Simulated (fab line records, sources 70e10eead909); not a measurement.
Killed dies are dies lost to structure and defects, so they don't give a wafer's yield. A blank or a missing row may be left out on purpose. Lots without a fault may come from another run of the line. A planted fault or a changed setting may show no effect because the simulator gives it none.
Tool commonality check | flow nand_harc | 11 lots, 33 wafers sampled

WHY IT WAS OPENED
At NHARC_END_SORT_01 the reading killed_at_array is flagged on 2 of 11 lots. Wafers without a fault read 52, standard deviation 19.
Rule: a lot is flagged when every wafer of it that has a number lies more than 4 standard deviations from that mean, or none has a number. The other lots count as sound.

lot  | measured     | on        | killed_at_array, wafer by wafer | flag
L103 | day 24 10:01 | prober-01 | 53 70 46                        |
L105 | day 24 23:59 | prober-02 | 65 52 47                        |
L109 | day 27 02:43 | prober-01 | 49 89 51                        |
L114 | day 29 02:52 | prober-01 | 663 669 669                     | FLAGGED
L113 | day 29 02:55 | prober-02 | 55 59 40                        |
L117 | day 29 21:42 | prober-02 | 677 673 674                     | FLAGGED
L122 | day 32 06:58 | prober-02 | 46 65 26                        |
L120 | day 32 18:06 | prober-01 | 26 38 32                        |
L124 | day 33 03:14 | prober-02 | 70 73 71                        |
L123 | day 33 03:47 | prober-01 | 42 20 34                        |
L125 | day 33 19:44 | prober-01 | 62 65 69                        |
The numbers of the flagged lots are 671 on average: +619 against the usual, or +33 standard deviations.

WHICH TOOL RAN EACH LOT
The record holds 4 process steps before the reading, out of a route of 1302 steps. In each cell: the tool, then ch and the chambers that the sampled wafers went through, then the start.
lot  | flag    | NHARC_A_CONTACT_DEP_24          | NHARC_A_CONTACT_DESCUM_47          | NHARC_A_CONTACT_ETCH_49                       | NHARC_A_CONTACT_ETCH_111
L103 |         | pecvd-03 ch 0,1,2, day 21 07:40 | rie_diel-08 ch 0,1,2, day 21 15:46 | rie_diel-08 ch 1,2, day 21 17:34 or earlier   | har_cap_etch-03 ch 0,1, day 21 17:34
L105 |         | pecvd-02 ch 1,2, day 21 23:15   | rie_diel-12 ch 0,2, day 22 06:04   | rie_diel-12 ch 0,1, day 22 07:55 or earlier   | har_cap_etch-02 ch 0,1, day 22 07:55
L109 |         | pecvd-03 ch 0,1,2, day 23 18:50 | rie_diel-05 ch 0,3, day 24 01:53   | rie_diel-05 ch 2,3, day 24 03:47 or earlier   | har_cap_etch-01 ch 0,1, day 24 03:47
L114 | FLAGGED | pecvd-03 ch 0,2, day 25 19:45   | rie_diel-05 ch 0,3, day 26 02:48   | rie_diel-05 ch 0,1,3, day 26 04:37 or earlier | har_cap_etch-01 ch 0,1, day 26 04:37
L113 |         | pecvd-04 ch 1,2, day 25 08:13   | rie_diel-08 ch 0,3, day 25 17:39   | rie_diel-08 ch 0,1, day 25 19:29 or earlier   | har_cap_etch-01 ch 0,1, day 25 19:29
L117 | FLAGGED | pecvd-04 ch 0,1,2, day 26 14:29 | rie_diel-08 ch 0,1,2, day 27 00:49 | rie_diel-08 ch 0,2,3, day 27 02:36 or earlier | har_cap_etch-03 ch 0,1, day 27 02:36
L122 |         | pecvd-04 ch 0,1,2, day 29 04:49 | rie_diel-08 ch 0,3, day 29 10:34   | rie_diel-08 ch 0,3, day 29 11:04              | har_cap_etch-01 ch 0,1, day 29 13:38
L120 |         | pecvd-03 ch 1,2, day 29 05:01   | rie_diel-12 ch 0,3, day 29 11:58   | rie_diel-12 ch 0,2,3, day 29 13:50 or earlier | har_cap_etch-03 ch 1, day 29 13:50
L124 |         | pecvd-04 ch 0,1, day 29 23:22   | rie_diel-05 ch 1,2,3, day 30 06:29 | rie_diel-05 ch 0,1,2, day 30 08:20 or earlier | har_cap_etch-01 ch 0,1, day 30 08:20
L123 |         | pecvd-02 ch 0,1, day 29 20:20   | rie_diel-08 ch 0,1,2, day 30 02:04 | rie_diel-08 ch 0,2,3, day 30 04:02 or earlier | har_cap_etch-02 ch 1, day 30 04:02
L125 |         | pecvd-04 ch 0,1,2, day 30 12:34 | rie_diel-08 ch 0,3, day 30 18:02   | rie_diel-08 ch 0,1,3, day 30 19:58 or earlier | har_cap_etch-01 ch 0,1, day 30 19:58
What these steps do:
- NHARC_A_CONTACT_DEP_24: deposits SiO2, target thk 500 nm.
- NHARC_A_CONTACT_DESCUM_47: chemistry O2, time 3 s.
- NHARC_A_CONTACT_ETCH_49: etches the open film in N2/H2, target depth 260 nm, time 475.3 s.
- NHARC_A_CONTACT_ETCH_111: etches the open film in C4F8/O2/Ar, time 140 s, target depth 700 nm.
- NHARC_END_SORT_01

FLAGGED OVER TOTAL, TOOL BY TOOL (the gauges that took the reading come last)
step                      | tool            | lots run | flagged | share of the flagged lots | sound lots run after its first flagged lot
NHARC_A_CONTACT_DEP_24    | pecvd-02        | 2        | 0       | none                      | -
NHARC_A_CONTACT_DEP_24    | pecvd-03        | 4        | 1       | some                      | 1 (L120)
NHARC_A_CONTACT_DEP_24    | pecvd-04        | 5        | 1       | some                      | 3 (L122,L124,L125)
NHARC_A_CONTACT_DESCUM_47 | rie_diel-05     | 3        | 1       | some                      | 1 (L124)
NHARC_A_CONTACT_DESCUM_47 | rie_diel-08     | 6        | 1       | some                      | 3 (L122,L123,L125)
NHARC_A_CONTACT_DESCUM_47 | rie_diel-12     | 2        | 0       | none                      | -
NHARC_A_CONTACT_ETCH_49   | rie_diel-05     | 3        | 1       | some                      | 1 (L124)
NHARC_A_CONTACT_ETCH_49   | rie_diel-08     | 6        | 1       | some                      | 3 (L122,L123,L125)
NHARC_A_CONTACT_ETCH_49   | rie_diel-12     | 2        | 0       | none                      | -
NHARC_A_CONTACT_ETCH_111  | har_cap_etch-01 | 6        | 1       | some                      | 3 (L122,L124,L125)
NHARC_A_CONTACT_ETCH_111  | har_cap_etch-02 | 2        | 0       | none                      | -
NHARC_A_CONTACT_ETCH_111  | har_cap_etch-03 | 3        | 1       | some                      | 1 (L120)
NHARC_END_SORT_01         | prober-01       | 6        | 1       | some                      | 3 (L120,L123,L125)
NHARC_END_SORT_01         | prober-02       | 5        | 1       | some                      | 2 (L122,L124)
NHARC_A_CONTACT_ETCH_49 gives no start for some lots, so the hours and the order of its lots are those of NHARC_A_CONTACT_ETCH_111.

WHAT THE TABLE ALLOWS
No row of the table ran every flagged lot.

WHAT THE SIMULATOR HAD PUT IN
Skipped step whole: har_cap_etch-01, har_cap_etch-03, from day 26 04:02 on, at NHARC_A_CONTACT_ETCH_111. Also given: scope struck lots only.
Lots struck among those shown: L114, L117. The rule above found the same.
